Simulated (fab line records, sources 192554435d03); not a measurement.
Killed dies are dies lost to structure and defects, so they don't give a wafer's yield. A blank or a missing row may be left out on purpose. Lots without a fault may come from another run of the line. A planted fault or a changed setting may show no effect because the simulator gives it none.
Problem report in the 8D (eight disciplines) form, filled by code | flow n5_finfet | the parts of the form that need people (team, actions taken, sign-off) are left out

1. THE PROBLEM
M3_ILD_THK at N5_BEOL_M3_THK_MEAS_01 reads a mean of 56.8 nm on 3 wafers of 2 lots; wafers without a fault read 78.9 nm with a standard deviation of 0.98. That is -23 standard deviations from the usual mean.
First seen on wafer L611.2, day 11 11:44, on film_metro-01. The record holds 29 wafers of 10 lots with a number at this step. Rule for "out", or "out of limits": more than 4 standard deviations from the usual mean. The other wafers with a number count as sound.

2. WHAT IT IS AND WHAT IT IS NOT
question                    | is                           | is not
which readings at this step | M3_ILD_THK                   | -
which lots                  | L611, L616                   | L596, L597, L600, L602, L604, L607, L608, L618
which wafers of those lots  | L611.2, L611.5, L616.2       | L616.1, L616.4
read on which gauges        | film_metro-01, film_metro-02 | -
when                        | from day 11 11:44            | up to then (21 sound wafers); but 5 sound wafers of L616, L618 came after

3. SUSPECTS, AND WHAT RULES EACH OUT
Counting: a tool at a process step up to the reading stays a suspect if it ran every lot that is out. Sound lots after the first of them don't rule it out here, since some wafers of a struck lot are sound.
- the gauge at N5_BEOL_M3_THK_MEAS_01: ruled out. The wafers that are out were read on 2 gauges (film_metro-01, film_metro-02).
- pvd_sputter-03 at N5_BEOL_M2_ANNEAL_91 (time 240 s): kept. It ran every lot that is out, first L611 (day 11 09:52); its last sound lot up to then is L608 (day 10 03:23).
- pvd_sputter-03 at N5_BEOL_M2_SPUTTER_92 (material Cu, target thk 4.5 nm, time 8.29 s): kept. It ran every lot that is out, first L611 (day 11 10:00); its last sound lot up to then is L608 (day 10 03:31).
- cmp-03 at N5_BEOL_M2_CMP_52 (polishes, stops on SiOC, t overpolish 6.8 s, target thk 40 nm): kept. It ran every lot that is out, first L611 (day 11 11:05).
- pecvd-01 at N5_BEOL_M3_ILD_DEP_00 (deposits SiOC from DEMS/O2, target thk 79 nm, time 15.3 s): kept. It ran every lot that is out, first L611 (day 11 11:40); its last sound lot up to then is L607 (day 10 01:55).
Left after counting: pvd_sputter-03 at N5_BEOL_M2_ANNEAL_91, pvd_sputter-03 at N5_BEOL_M2_SPUTTER_92, cmp-03 at N5_BEOL_M2_CMP_52, pecvd-01 at N5_BEOL_M3_ILD_DEP_00.

4. THE CAUSE (what the simulator had put in)
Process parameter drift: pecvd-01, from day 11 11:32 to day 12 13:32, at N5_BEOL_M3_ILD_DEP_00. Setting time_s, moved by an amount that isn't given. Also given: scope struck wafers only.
Counting left 4 suspects, and this tool is among them.

5. THE CHAIN OF EFFECTS, in route order
Each row: a reading whose mean over the struck wafers that have a number lies more than 3 standard deviations from the usual. Only readings for which the record gives a usual standard deviation are gone through. hours: the time from each lot's start at the first step in this table that gives one to its start at this step, as a median over the lots. sigmas: the change in usual standard deviations.
hours | step                    | reading              | usual   | on struck wafers | change | sigmas
0     | N5_BEOL_M3_THK_MEAS_01  | M3_ILD_THK           | 78.9 nm | 56.8             | -22.1  | -23
126   | N5_PASSIVATION_PROBE_49 | defect_limited_yield | 91.3 %  | 43.6             | -47.7  | -37
126   | N5_PASSIVATION_PROBE_49 | killed_at_M0_to_M3   | 33      | 588              | +555   | +62
126   | N5_PASSIVATION_PROBE_49 | killed_dies          | 102     | 665              | +563   | +38
126   | N5_PASSIVATION_PROBE_49 | killed_on_rim        | 13      | 135              | +122   | +33
126   | N5_PASSIVATION_PROBE_49 | sort_bin_8_speed     | 0.00 %  | 20.00            | +20.00 | +99 or more
126   | N5_PASSIVATION_PROBE_49 | sort_n_pass          | 1078    | 515              | -563   | -38
The process steps in it:
- N5_PASSIVATION_PROBE_49
Later measuring or inspecting steps at which every struck wafer that the step has a row for has a number for every such reading, and none has moved that far: N5_BEOL_M4_RC_MEAS_101.

6. WHAT WOULD HAVE CAUGHT IT SOONER
In this record the first reading out of limits at a measuring or inspecting step was taken at day 11 11:44, 0 hours after the fault began at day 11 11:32.
Of the tool readings at N5_BEOL_M3_ILD_DEP_00 for which the record gives a usual standard deviation, none was out on any struck wafer, so an alarm limit of 4 standard deviations on them would not have fired.
Of the lots that are out (2), L616 began N5_BEOL_M3_ILD_DEP_00 on pecvd-01 after day 11 11:44. A hold on the tool at that time would have spared it.
